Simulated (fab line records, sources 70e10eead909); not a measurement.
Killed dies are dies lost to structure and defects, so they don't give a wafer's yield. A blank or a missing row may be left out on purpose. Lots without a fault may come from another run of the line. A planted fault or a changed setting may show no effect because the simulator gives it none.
Chamber matching | flow nand_harc | NHARC_A_SGD_CUT_DESCUM_14 on rie_diel-06: 4 sister chambers
The step chemistry O2, time 3 s. 20 wafers are shown with their chamber, then 10 later ones without.

WAFERS WITH THEIR CHAMBER
wafer  | chamber | drypump_motor_current_A (A) | oes_product_au (a.u.) | rf_vpp_V (V)
L074.1 | 2       | 5.7                         | 0.985                 | 58.1
L074.2 | 1       | 5.9                         | 1.010                 | 58.0
L074.3 | 3       | 5.6                         | 1.015                 | 57.3
L077.2 | 2       | 5.7                         | 0.986                 | 59.4
L077.4 | 3       | 5.6                         | 1.004                 | 58.8
L077.5 | 0       | 6.5                         | 0.985                 | 57.3
L078.2 | 2       | 5.7                         | 0.982                 | 58.7
L078.4 | 1       | 5.9                         | 1.002                 | 56.3
L078.5 | 2       | 5.7                         | 0.983                 | 57.5
L080.1 | 3       | 5.6                         | 1.008                 | 59.2
L080.5 | 0       | 6.5                         | 0.986                 | 57.5
L080.6 | 3       | 5.6                         | 1.007                 | 57.6
L084.1 | 3       | 5.6                         | 1.014                 | 58.4
L084.2 | 2       | 5.8                         | 0.996                 | 57.2
L084.5 | 1       | 5.9                         | 1.005                 | 57.5
L088.1 | 3       | 5.6                         | 1.007                 | 57.7
L088.3 | 2       | 5.7                         | 1.002                 | 57.9
L088.4 | 0       | 6.5                         | 0.988                 | 56.8
L085.1 | 1       | 5.9                         | 1.017                 | 57.1
L085.3 | 3       | 5.6                         | 1.013                 | 56.7

SIGNATURES (means of the wafers above)
reading                 | chamber 0 | chamber 1 | chamber 2 | chamber 3 | scatter within a chamber
drypump_motor_current_A | 6.500     | 5.900     | 5.717     | 5.600     | 0.0228
oes_product_au          | 0.98633   | 1.00850   | 0.98900   | 1.00971   | 0.00596
rf_vpp_V                | 57.200    | 57.225    | 58.133    | 57.957    | 0.779
Rule: a wafer's distance from a chamber is the root of the sum, over the readings, of the square of ((its reading less the chamber's mean) divided by the reading's scatter). The wafer belongs to the nearest chamber; if the next one is less than 2 further off, it can't be placed. The scatter: the root of (the sum of the squares of (reading less its chamber's mean) over the shown wafers, divided by (wafers less chambers)).

WAFERS WITHOUT THEIR CHAMBER
wafer  | drypump_motor_current_A (A) | oes_product_au (a.u.) | rf_vpp_V (V)
L085.6 | 6.5                         | 0.980                 | 58.1
L089.2 | 5.8                         | 0.997                 | 58.0
L089.4 | 5.6                         | 1.012                 | 58.3
L089.5 | 5.9                         | 1.008                 | 57.7
L092.1 | 5.6                         | 1.012                 | 59.4
L092.3 | 5.8                         | 1.002                 | 58.3
L092.5 | 5.8                         | 0.996                 | 56.6
L097.2 | 5.7                         | 0.987                 | 56.3
L097.4 | 6.5                         | 0.975                 | 58.9
L097.6 | 6.5                         | 0.981                 | 56.6

WHICH CHAMBER EACH WENT THROUGH
wafer  | from the rows above     | in truth
L085.6 | 0                       | 0
L089.2 | can't be placed: 2 or 1 | 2
L089.4 | 3                       | 3
L089.5 | 1                       | 1
L092.1 | 3                       | 3
L092.3 | can't be placed: 2 or 1 | 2
L092.5 | can't be placed: 2 or 1 | 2
L097.2 | 2                       | 2
L097.4 | 0                       | 0
L097.6 | 0                       | 0
Placed correctly: 7 of 10. Can't be placed from these rows: 3 (the true chamber is among the candidates in 3). Placed wrongly: 0.
